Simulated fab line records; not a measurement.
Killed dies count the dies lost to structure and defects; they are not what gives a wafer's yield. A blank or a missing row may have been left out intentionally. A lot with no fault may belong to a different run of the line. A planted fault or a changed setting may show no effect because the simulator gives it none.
A lot that was struck, set against a sound lot / flow nand_harc / 14 out of 1302 route steps
Sound: the wafers L385.3, L385.5, L385.6. The struck wafers were L378.2, L378.4, L378.6. At the end, the cause is stated.
At each step with rows: each side's tool, then ch and its chambers, then its first start. Under that, the readings that differ: sound wafers / struck wafers / difference of the means / sigmas: that difference in standard deviations of wafers without a fault.
alike: same words and numbers on both sides, and readings whose means sit less than 2 such deviations apart. not compared: any withheld reading, any reading some wafer has no value for, any bound like >300 that may hide the same value, and any number with overlapping values for which the record gives no deviation.
Wherever a step has rows on one side only, a row that says differs or no value, or a row with sigmas, the two part there. Numbers that have no deviation but don't overlap get no sigmas and don't part them. A reading missing from all wafers of one side parts the sides only when that side holds two or more wafers.

NHARC_P_STI_ETCH_42: etches the open film in N2/H2, target depth 80 nm, overetch 24 nm, time 61 s.
  sound on rie_diel-07 ch 0,1,3, day 9 10:40; struck on rie_diel-07 ch 0,1,2, day 6 16:08
  alike: drypump_motor_current_A, oes_product_au, rf_vpp_V, showerhead_plenum_p_Torr, throttle_valve_pct
  not compared: rf_hours_counter_h
NHARC_P_STI_ETCH_31: etches the open film in CF4/CHF3, target depth 108.9 nm, time 54.5 s.
  sound: rie_diel-07 ch 0,3; struck: rie_diel-07 ch 0,1,3
  alike: chf3_flow_sccm, drypump_motor_current_A, oes_product_au, rf_vpp_V, showerhead_plenum_p_Torr, throttle_valve_pct
  not compared: rf_hours_counter_h
NHARC_P_STI_ETCH_15: etches the open film in HBr/Cl2, target depth 300 nm, time 100.1 s.
  sound on rie_si-01 ch 0,2,3, day 9 10:54; struck on rie_si-02 ch 0,1,3, day 6 16:20
reading=drypump_motor_current_A (A); sound=5.8 6.1 6.1; struck=5.4 5.3 5.0; difference=-0.8; sigmas=-2
  alike: oes_product_au, throttle_valve_pct
  not compared: rf_hours_counter_h
NHARC_P_STI_CD_MEAS_16:
  struck on cd_sem-02, day 6 16:29; sound on cd_sem-01, day 9 11:01
  alike: cd_nm
NHARC_P_STI_OCD_MEAS_17:
  struck on ocd-02, day 6 16:35; sound on ocd-01, day 9 11:07
  alike: trench_depth_nm, trench_foot_cd_nm
then, 3 steps without rows for these wafers: NHARC_P_STI_STRIP_19 (strips in SPM, time 900 s); NHARC_P_STI_PRECLEAN_32 (cleans in SC1); NHARC_P_STI_SRD_23.
NHARC_P_STI_OCD_MEAS_43:
  struck on ocd-02, day 6 17:05; sound on ocd-02, day 9 11:37
  alike: trench_depth_nm, trench_foot_cd_nm
then, 3 steps without rows for these wafers: NHARC_P_STI_OXIDE_33 (material SiO2, target thk 10 nm, ox time 281 s); NHARC_P_STI_HDPCVD_20 (deposits SiO2); NHARC_P_STI_ANNEAL_34 (time 1800 s).
NHARC_P_STI_CMP_21: polishes, t overpolish 20 s, target thk 380.67 nm.
  sound on cmp-02 ch 2,3, day 10 11:58; struck on cmp-03 ch 1,2,3, day 7 11:33
reading=overpolish_run_s (s); sound=19.993 20.002 20.017; struck=70.692 70.691 70.692; difference=+50.688; sigmas=+99 or more
reading=t_overpolish_s (s); sound=20 20 20; struck=70.696 70.696 70.696; difference=+50.696; sigmas=
  alike: motor_current_A
-- break in the record here, with 21 days between the starts of the struck wafers on either side (left off in module P_STI, picked up again in module END, where the first step shown is number 1302 on the route) --
NHARC_END_SORT_01:
  sound on prober-01 ch 0, day 31 07:14; struck on prober-01 ch 0, day 28 06:08
reading=killed_at_other; sound=0 0 0; struck=3; difference=+3; sigmas=+3
  alike: killed_at_array, killed_at_periphery, killed_dies, killed_open, killed_short

WHERE THEY PART
Last at NHARC_END_SORT_01 as far as this record goes, first at NHARC_P_STI_ETCH_15.

WHY: what the simulator had put in
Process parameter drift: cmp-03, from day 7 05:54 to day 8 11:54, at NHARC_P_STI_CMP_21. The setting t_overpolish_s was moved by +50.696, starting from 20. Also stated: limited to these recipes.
